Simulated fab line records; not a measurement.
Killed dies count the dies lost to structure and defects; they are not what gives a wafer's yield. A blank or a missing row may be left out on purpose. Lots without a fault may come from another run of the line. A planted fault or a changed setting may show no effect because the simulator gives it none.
Which tool is to blame?    flow n5_finfet    24 lots with 72 wafers sampled at 5 steps, on a route of 1938 steps

== WHAT THE GAUGES SHOWED, per wafer ==
N5_BEOL_M3_INSPECT_30: inspects for defects (brightfield).
lot   measured      on                 raw_defect_count
L075  day 7 05:01   defect_inspect-02  317 428 327
L074  day 7 19:47   defect_inspect-02  248 255 261
L076  day 8 02:42   defect_inspect-02  438 324 283
L077  day 8 08:55   defect_inspect-01  534 311 422
L078  day 8 12:02   defect_inspect-02  370 368 223
L080  day 8 16:37   defect_inspect-02  321 286 271
L079  day 8 18:38   defect_inspect-02  386 299 341
L081  day 8 23:52   defect_inspect-02  283 274 395
L082  day 9 04:34   defect_inspect-01  381 369 456
L083  day 9 06:28   defect_inspect-02  351 328 409
L084  day 9 23:21   defect_inspect-01  312 277 298
L085  day 10 07:46  defect_inspect-01  399 295 268
L086  day 10 07:49  defect_inspect-01  504 417 622
L087  day 10 20:11  defect_inspect-02  346 391 448
L088  day 11 00:38  defect_inspect-01  308 312 243
L089  day 11 01:24  defect_inspect-02  443 405 384
L090  day 11 01:58  defect_inspect-01  402 418 517
L091  day 11 13:41  defect_inspect-01  318 409 305
L092  day 11 17:43  defect_inspect-02  337 372 382
L093  day 11 18:56  defect_inspect-02  400 321 308
L094  day 12 12:07  defect_inspect-02  386 401 384
L095  day 12 12:24  defect_inspect-02  452 419 432
L096  day 12 21:08  defect_inspect-01  380 361 325
L097  day 12 22:25  defect_inspect-01  424 470 374

N5_BEOL_M4_OVL_MEAS_12.
lot   measured      on          M4_OVL (nm)
L075  day 8 08:05   overlay-01  0.3 -0.8 -0.6
L074  day 8 11:48   overlay-02  -0.7 -1.5 -1.1
L076  day 8 20:59   overlay-02  0.6 1.4 0.5
L077  day 8 21:16   overlay-02  -0.5 -0.4 0.6
L078  day 8 22:29   overlay-01  0.4 0.9 1.1
L080  day 9 08:09   overlay-02  -0.1 -0.1 -0.8
L079  day 9 13:43   overlay-02  0.6 1.2 1.2
L081  day 9 17:01   overlay-02  -0.5 0.5 -0.4
L082  day 9 18:19   overlay-01  0.3 1.7 0.5
L083  day 9 18:26   overlay-02  0.2 0.5 0.4
L084  day 10 07:29  overlay-01  1.0 1.9 0.0
L085  day 10 13:55  overlay-02  -0.3 1.2 0.3
L086  day 10 22:07  overlay-02  0.3 0.4 -0.5
L087  day 11 16:55  overlay-01  -1.8 -0.7 -1.0
L088  day 11 20:41  overlay-02  0.3 0.7 1.0
L089  day 12 00:30  overlay-02  0.8 1.1 -0.1
L090  day 11 17:48  overlay-02  0.4 0.6 0.3
L091  day 12 03:56  overlay-01  -1.1 -1.1 0.3
L092  day 12 07:46  overlay-02  0.6 -0.5 1.0
L093  day 12 09:11  overlay-02  0.4 0.2 -0.8
L094  day 13 02:09  overlay-01  -0.6 0.4 0.1
L095  day 13 06:53  overlay-02  0.6 1.8 0.1
L096  day 13 16:17  overlay-02  -0.4 -0.6 0.1
L097  day 13 14:10  overlay-01  -0.1 0.6 0.4

== WHAT TOOL EACH LOT RAN ON (gives the tool, then ch and the chambers of the sampled wafers, and finally the start) ==
lot   N5_BEOL_M3_ALD_98                  N5_BEOL_M3_STRIP_97                            N5_BEOL_M3_SPUTTER_92
L075  ald_sin-03 ch 0,3, day 7 05:23     rie_diel-03 ch 0,1,2, day 8 05:41 or earlier   pvd_sputter-01, day 8 05:41
L074  ald_sin-04 ch 1,2,3, day 7 20:02   rie_diel-04 ch 1,2,3, day 8 09:35 or earlier   pvd_sputter-03, day 8 09:35
L076  ald_sin-03 ch 0,3, day 8 02:52     rie_diel-04 ch 0,2,3, day 8 16:37 or earlier   pvd_sputter-02, day 8 16:37
L077  ald_sin-02 ch 1,2,3, day 8 09:09   rie_diel-06 ch 2,3, day 8 17:49 or earlier     pvd_sputter-01, day 8 17:49
L078  ald_sin-02 ch 1,2,3, day 8 12:45   rie_diel-04 ch 0,1,3, day 8 19:34 or earlier   pvd_sputter-03, day 8 19:34
L080  ald_sin-04 ch 0,1,3, day 8 16:47   rie_diel-04 ch 0,1,3, day 9 04:35 or earlier   pvd_sputter-02, day 9 04:35
L079  ald_sin-04 ch 0,1,2, day 8 20:14   rie_diel-04 ch 0,2,3, day 9 10:11 or earlier   pvd_sputter-03, day 9 10:11
L081  ald_sin-04 ch 0,1,2, day 9 00:28   rie_diel-03 ch 2,3, day 9 12:11 or earlier     pvd_sputter-03, day 9 12:11
L082  ald_sin-02 ch 0,1, day 9 04:44     rie_diel-03 ch 0,3, day 9 15:37 or earlier     pvd_sputter-01, day 9 15:37
L083  ald_sin-03 ch 0,1,2, day 9 06:38   rie_diel-04 ch 1,2,3, day 9 15:50 or earlier   pvd_sputter-02, day 9 15:50
L084  ald_sin-02 ch 0,2, day 10 00:04    rie_diel-03 ch 1,3, day 10 04:56 or earlier    pvd_sputter-03, day 10 04:56
L085  ald_sin-04 ch 0,2, day 10 07:55    rie_diel-03 ch 1,2,3, day 10 11:02 or earlier  pvd_sputter-03, day 10 11:02
L086  ald_sin-02 ch 0,2, day 10 07:58    rie_diel-06 ch 2,3, day 10 16:47 or earlier    pvd_sputter-01, day 10 16:47
L087  ald_sin-02 ch 0,2, day 10 21:11    rie_diel-06 ch 1,2,3, day 11 12:42 or earlier  pvd_sputter-01, day 11 12:42
L088  ald_sin-04 ch 0,3, day 11 01:47    rie_diel-04 ch 0,2, day 11 15:33 or earlier    pvd_sputter-03, day 11 15:33
L089  ald_sin-04 ch 0,3, day 11 01:53    rie_diel-03 ch 0,3, day 11 19:37 or earlier    pvd_sputter-03, day 11 19:37
L090  ald_sin-02 ch 0,3, day 11 02:33    rie_diel-03 ch 1,3, day 11 15:05 or earlier    pvd_sputter-01, day 11 15:05
L091  ald_sin-03 ch 2,3, day 11 13:52    rie_diel-06 ch 0,2,3, day 12 01:39 or earlier  pvd_sputter-02, day 12 01:39
L092  ald_sin-02 ch 1,2, day 11 18:09    rie_diel-03 ch 0,3, day 12 03:46 or earlier    pvd_sputter-02, day 12 03:46
L093  ald_sin-03 ch 1,3, day 11 19:06    rie_diel-06 ch 0,3, day 12 06:22 or earlier    pvd_sputter-02, day 12 06:22
L094  ald_sin-02 ch 1,2,3, day 12 12:38  rie_diel-03 ch 0,2, day 12 22:52 or earlier    pvd_sputter-03, day 12 22:52
L095  ald_sin-02 ch 1,2,3, day 12 12:59  rie_diel-03 ch 0,1,3, day 13 04:17 or earlier  pvd_sputter-02, day 13 04:17
L096  ald_sin-02 ch 1,2, day 12 21:18    rie_diel-04 ch 1,2, day 13 11:59 or earlier    pvd_sputter-01, day 13 11:59
L097  ald_sin-04 ch 1,2,3, day 12 22:47  rie_diel-03 ch 0,3, day 13 11:28 or earlier    pvd_sputter-03, day 13 11:28
- N5_BEOL_M3_ALD_98: deposits SiO2, target thk 2.5 nm, pulse time 1 s, co reactant pulse time 1 s.
- N5_BEOL_M3_STRIP_97: strips in N2/H2, time 10 s.
- N5_BEOL_M3_SPUTTER_92: material Cu, target thk 4.5 nm, time 8.29 s.

== WHAT THE TOOLS THEMSELVES READ (means of the sampled wafers that have a number; where no wafer has one, the mark that the record gives instead) ==
N5_BEOL_M3_ALD_98.
lot   tool        heater_power_w (W)  precursor_pulse_height_rel
L075  ald_sin-03  77                  0.994
L074  ald_sin-04  88                  1.002
L076  ald_sin-03  76                  1.020
L077  ald_sin-02  75                  0.984
L078  ald_sin-02  72                  1.004
L080  ald_sin-04  81                  0.982
L079  ald_sin-04  81                  1.009
L081  ald_sin-04  81                  1.007
L082  ald_sin-02  72                  0.982
L083  ald_sin-03  77                  1.013
L084  ald_sin-02  70                  0.992
L085  ald_sin-04  77                  0.994
L086  ald_sin-02  72                  1.024
L087  ald_sin-02  68                  0.991
L088  ald_sin-04  86                  1.003
L089  ald_sin-04  86                  0.999
L090  ald_sin-02  70                  0.992
L091  ald_sin-03  74                  0.991
L092  ald_sin-02  73                  1.002
L093  ald_sin-03  77                  1.009
L094  ald_sin-02  73                  1.007
L095  ald_sin-02  75                  1.002
L096  ald_sin-02  73                  1.006
L097  ald_sin-04  88                  1.024

N5_BEOL_M3_STRIP_97.
lot   tool         drypump_motor_current_A (A)  oes_product_au (a.u.)  rf_vpp_V (V)  showerhead_plenum_p_Torr (Torr)  throttle_valve_pct (%)
L075  rie_diel-03  5.9                          0.73                   59.8          2.58                             23.7
L074  rie_diel-04  6.0                          0.73                   59.1          2.63                             23.7
L076  rie_diel-04  5.9                          0.76                   59.3          2.61                             23.7
L077  rie_diel-06  5.7                          0.76                   58.6          2.45                             23.6
L078  rie_diel-04  5.9                          0.78                   60.0          2.62                             23.5
L080  rie_diel-04  5.9                          0.78                   59.2          2.62                             23.5
L079  rie_diel-04  6.0                          0.75                   59.4          2.61                             23.8
L081  rie_diel-03  6.1                          0.91                   59.3          2.55                             23.2
L082  rie_diel-03  6.3                          0.86                   59.8          2.60                             23.4
L083  rie_diel-04  6.0                          0.71                   59.2          2.63                             23.7
L084  rie_diel-03  6.0                          0.77                   59.3          2.62                             23.6
L085  rie_diel-03  5.9                          0.81                   58.7          2.56                             23.4
L086  rie_diel-06  5.8                          0.73                   58.9          2.43                             23.8
L087  rie_diel-06  5.6                          0.73                   58.7          2.47                             23.8
L088  rie_diel-04  6.3                          0.94                   59.6          2.60                             23.6
L089  rie_diel-03  6.3                          0.93                   60.2          2.60                             23.3
L090  rie_diel-03  5.9                          0.75                   59.4          2.62                             23.6
L091  rie_diel-06  5.6                          0.72                   59.5          2.45                             23.8
L092  rie_diel-03  6.2                          0.96                   60.0          2.60                             23.5
L093  rie_diel-06  5.8                          0.69                   58.9          2.44                             23.9
L094  rie_diel-03  5.9                          0.85                   58.9          2.50                             23.5
L095  rie_diel-03  6.1                          0.84                   58.5          2.60                             23.6
L096  rie_diel-04  6.4                          0.87                   59.3          2.61                             23.5
L097  rie_diel-03  6.3                          0.91                   58.8          2.59                             23.3

N5_BEOL_M3_SPUTTER_92.
lot   tool            chuck_gas_flow_sccm (sccm)  throttle_valve_pct (%)
L075  pvd_sputter-01  1.29                        30.4
L074  pvd_sputter-03  1.23                        30.8
L076  pvd_sputter-02  1.23                        30.2
L077  pvd_sputter-01  1.29                        30.3
L078  pvd_sputter-03  1.23                        30.5
L080  pvd_sputter-02  1.25                        29.8
L079  pvd_sputter-03  1.28                        30.0
L081  pvd_sputter-03  1.24                        30.0
L082  pvd_sputter-01  1.29                        30.3
L083  pvd_sputter-02  1.23                        29.1
L084  pvd_sputter-03  1.31                        30.5
L085  pvd_sputter-03  1.23                        29.8
L086  pvd_sputter-01  1.30                        30.3
L087  pvd_sputter-01  1.22                        30.8
L088  pvd_sputter-03  1.22                        30.6
L089  pvd_sputter-03  1.24                        31.5
L090  pvd_sputter-01  1.32                        30.0
L091  pvd_sputter-02  1.27                        30.2
L092  pvd_sputter-02  1.29                        30.1
L093  pvd_sputter-02  1.25                        29.9
L094  pvd_sputter-03  1.21                        30.3
L095  pvd_sputter-02  1.26                        30.4
L096  pvd_sputter-01  1.31                        30.3
L097  pvd_sputter-03  1.28                        31.3

== THE ANSWER, worked out from the rows above alone ==
Rule: the lots themselves supply what counts as usual. The widest of any qualifying gaps counts: lots, ordered by their means at a reading, are off when they make up no more than a third of the lots, leave a main group of 4 or more, and stand apart from it by 3 or more times the standard deviation of that group's means. If all means in a main group match to the digits the tables above print for the reading, that group is not used. A lot without any number at a reading at which 4 lots or more have one is off too. Any other lot the step has rows for is counted as sound. First the gauges in route order, then the tools' own readings, where a lot's mean is used as printed above. The first step at which some lot is off is used, and at that step the reading that is off furthest; a lot without a number counts as furthest.
No lot is off at any reading shown: from this, nothing can be told.

== WHAT THE SIMULATOR HAD PUT IN ==
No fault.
